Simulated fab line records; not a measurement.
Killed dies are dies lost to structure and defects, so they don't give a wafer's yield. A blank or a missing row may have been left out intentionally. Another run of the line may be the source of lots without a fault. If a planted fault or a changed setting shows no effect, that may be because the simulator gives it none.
Matching of chambers -- flow n5Finfet -- N5_BEOL_M7_ETCH_65 on rieDiel-06 has 4 sister chambers
The step etches SiARC in CF4, target depth 15.6 nm, time 26 s. 20 wafers are shown with their chamber, then 10 later ones without.

## WAFERS WITH THEIR CHAMBER
wafer,chamber,drypumpMotorCurrentA (A),showerheadPlenumPTorr (Torr),throttleValvePct (%)
L075.2,3,6.5,2.22,15.49
L075.4,1,6.6,2.26,15.26
L075.5,3,6.5,2.22,15.49
L081.1,0,5.1,2.04,15.67
L081.2,3,6.5,2.22,15.50
L081.3,1,6.6,2.26,15.28
L082.1,0,5.2,2.04,15.67
L082.2,3,6.5,2.22,15.53
L082.6,0,5.1,2.04,15.66
L083.1,1,6.6,2.25,15.30
L083.2,0,5.1,2.04,15.68
L083.4,2,5.9,2.11,15.53
L087.2,3,6.5,2.21,15.55
L087.4,1,6.6,2.25,15.31
L087.6,0,5.1,2.04,15.68
L092.1,0,5.1,2.03,15.71
L092.2,2,5.9,2.10,15.54
L092.5,2,5.9,2.10,15.54
L093.2,1,6.6,2.25,15.32
L093.4,2,5.9,2.10,15.56

SIGNATURES, as means of the wafers listed above
reading,chamber 0,chamber 1,chamber 2,chamber 3,scatter within a chamber
drypumpMotorCurrentA,5.117,6.600,5.900,6.500,0.0228
showerheadPlenumPTorr,2.0383,2.2540,2.1025,2.2180,0.00473
throttleValvePct,15.6783,15.2940,15.5425,15.5120,0.0212
Rule: a wafer lies at a distance from a chamber equal to the root of the sum of squares, over the readings, of (its reading less the chamber's mean, divided by the reading's scatter). The wafer belongs to the nearest chamber; if the next one is less than 2 further off, it can't be placed. The scatter: the root of (the sum of the squares of (reading less its chamber's mean) over the shown wafers, divided by (wafers less chambers)).

## WAFERS MISSING THEIR CHAMBER
wafer,drypumpMotorCurrentA (A),showerheadPlenumPTorr (Torr),throttleValvePct (%)
L093.6,6.6,2.25,15.33
L096.1,5.1,2.03,15.73
L096.2,6.6,2.25,15.34
L096.3,6.5,2.21,15.55
L095.1,6.6,2.25,15.34
L095.3,5.1,2.03,15.72
L095.4,5.9,2.10,15.57
L097.1,6.6,2.25,15.33
L097.4,6.5,2.21,15.56
L097.5,5.9,2.10,15.55

## WHICH CHAMBER EACH WENT THROUGH
wafer,from the rows above,in truth
L093.6,1,1
L096.1,0,0
L096.2,1,1
L096.3,3,3
L095.1,1,1
L095.3,0,0
L095.4,2,2
L097.1,1,1
L097.4,3,3
L097.5,2,2
Correctly placed: 10 of 10. Left unplaced by these rows: 0. Number placed wrongly: 0.
